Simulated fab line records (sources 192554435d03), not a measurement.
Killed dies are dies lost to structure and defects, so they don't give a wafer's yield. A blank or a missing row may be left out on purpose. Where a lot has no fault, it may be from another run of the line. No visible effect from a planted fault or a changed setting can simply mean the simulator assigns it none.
Which tool was responsible? ; flow n5 finfet ; Sampling: 9 lots, 27 wafers, 5 of 1938 route steps

## WHAT EACH GAUGE READ, for each wafer
N5_BEOL_M12_THK_MEAS_01.
lot;measured;on;M12_ILD_THK (nm)
L544;day 11 14:07;film metro-02;651 666 668
L545;day 11 22:44;film metro-02;650 660 665
L547;day 13 01:38;film metro-01;660 675 669
L551;day 13 14:56;film metro-02;652 648 663
L550;day 13 22:27;film metro-02;647 645 652
L555;day 14 09:51;film metro-01;642 657 653
L561;day 16 17:29;film metro-01;657 758 772
L564;day 16 20:47;film metro-02;648 661 658
L566;day 18 01:49;film metro-02;659 667 665

## WHAT TOOL EACH LOT RAN ON (gives the tool, then ch and the chambers of the sampled wafers, and finally the start)
lot;N5_BEOL_M11_TRENCH_ETCH_37;N5_BEOL_M11_STRIP_77;N5_BEOL_M11_DEP_56;N5_BEOL_M12_ILD_DEP_00
L544;rie diel-01 ch 0,3, day 11 13:52 or earlier;rie diel-01 ch 0,3, day 11 13:52 or earlier;pecvd-03 ch 0,1,2, day 11 13:52;pecvd-04 ch 0,1,2, day 11 13:59
L545;rie diel-03 ch 0,1,2, day 11 22:29 or earlier;rie diel-03 ch 0,1,2, day 11 22:29 or earlier;pecvd-04 ch 0,1, day 11 22:29;pecvd-01 ch 1,2, day 11 22:36
L547;rie diel-03 ch 1,2, day 13 01:22 or earlier;rie diel-03 ch 1,2, day 13 01:22 or earlier;pecvd-04 ch 0,1, day 13 01:22;pecvd-04 ch 0,2, day 13 01:30
L551;rie diel-06 ch 0,2, day 13 14:40 or earlier;rie diel-06 ch 0,2, day 13 14:40 or earlier;pecvd-01 ch 0,1, day 13 14:40;pecvd-02 ch 1,2, day 13 14:49
L550;rie diel-06 ch 0,2, day 13 22:12 or earlier;rie diel-06 ch 0,2, day 13 22:12 or earlier;pecvd-03 ch 0,1, day 13 22:12;pecvd-01 ch 0,1,2, day 13 22:19
L555;rie diel-03 ch 0,2,3, day 14 09:35 or earlier;rie diel-03 ch 0,2,3, day 14 09:35 or earlier;pecvd-03 ch 0,1, day 14 09:35;pecvd-01 ch 1,2, day 14 09:43
L561;rie diel-06 ch 2,3, day 16 17:14 or earlier;rie diel-06 ch 2,3, day 16 17:14 or earlier;pecvd-01 ch 1,2, day 16 17:14;pecvd-04 ch 1,2, day 16 17:22
L564;rie diel-06 ch 0,1, day 16 20:32 or earlier;rie diel-06 ch 0,1, day 16 20:32 or earlier;pecvd-03 ch 0,1, day 16 20:32;pecvd-01 ch 0,1,2, day 16 20:40
L566;rie diel-03 ch 2,3, day 18 01:34 or earlier;rie diel-03 ch 2,3, day 18 01:34 or earlier;pecvd-03 ch 0,1,2, day 18 01:34;pecvd-02 ch 0,1, day 18 01:41
- N5_BEOL_M11_TRENCH_ETCH_37: etches SiCOH lowk in C4F6/O2, target depth 148.83 nm, time 48 s.
- N5_BEOL_M11_STRIP_77: strips in N2/H2, time 10 s.
- N5_BEOL_M11_DEP_56: deposits SiCN from 3MS/NH3, target thk 30 nm, time 10.5 s.
- N5_BEOL_M12_ILD_DEP_00: deposits SiOC from DEMS/O2, target thk 658.92 nm, time 130.7 s.

## THE ANSWER, worked out from the rows above alone
Rule: the lots themselves supply what counts as usual. Put in order of their means at a reading, lots are off if they are a third of the lots or fewer, leave a main group of 4 or more, and stand apart from it by a gap of 3 or more times the standard deviation of the main group's means; of several such gaps the widest counts. If all means in a main group match to the digits the tables above print for the reading, that group is not used. Also off: a lot with no number at a reading for which 4 or more lots have one. All remaining lots with rows at the step are treated as sound.
Off: L561, at N5_BEOL_M12_THK_MEAS_01 (M12_ILD_THK). The main group: mean 658 nm, standard deviation 6.3.
If a tool, at a process step before that reading, ran all the lots that are off and no sound lot after the first of them, it fits. The gauges at N5_BEOL_M12_THK_MEAS_01 are tried like those tools. N5_BEOL_M11_TRENCH_ETCH_37: start missing for some lots; hours and lot order therefore follow N5_BEOL_M11_DEP_56. N5_BEOL_M11_STRIP_77: start missing for some lots; hours and lot order therefore follow N5_BEOL_M11_DEP_56. Can't be told from this: 3 tools fit, pecvd-01 at N5_BEOL_M11_DEP_56, pecvd-04 at N5_BEOL_M12_ILD_DEP_00, film metro-01 at N5_BEOL_M12_THK_MEAS_01.

## WHAT THE SIMULATOR HAD INSERTED
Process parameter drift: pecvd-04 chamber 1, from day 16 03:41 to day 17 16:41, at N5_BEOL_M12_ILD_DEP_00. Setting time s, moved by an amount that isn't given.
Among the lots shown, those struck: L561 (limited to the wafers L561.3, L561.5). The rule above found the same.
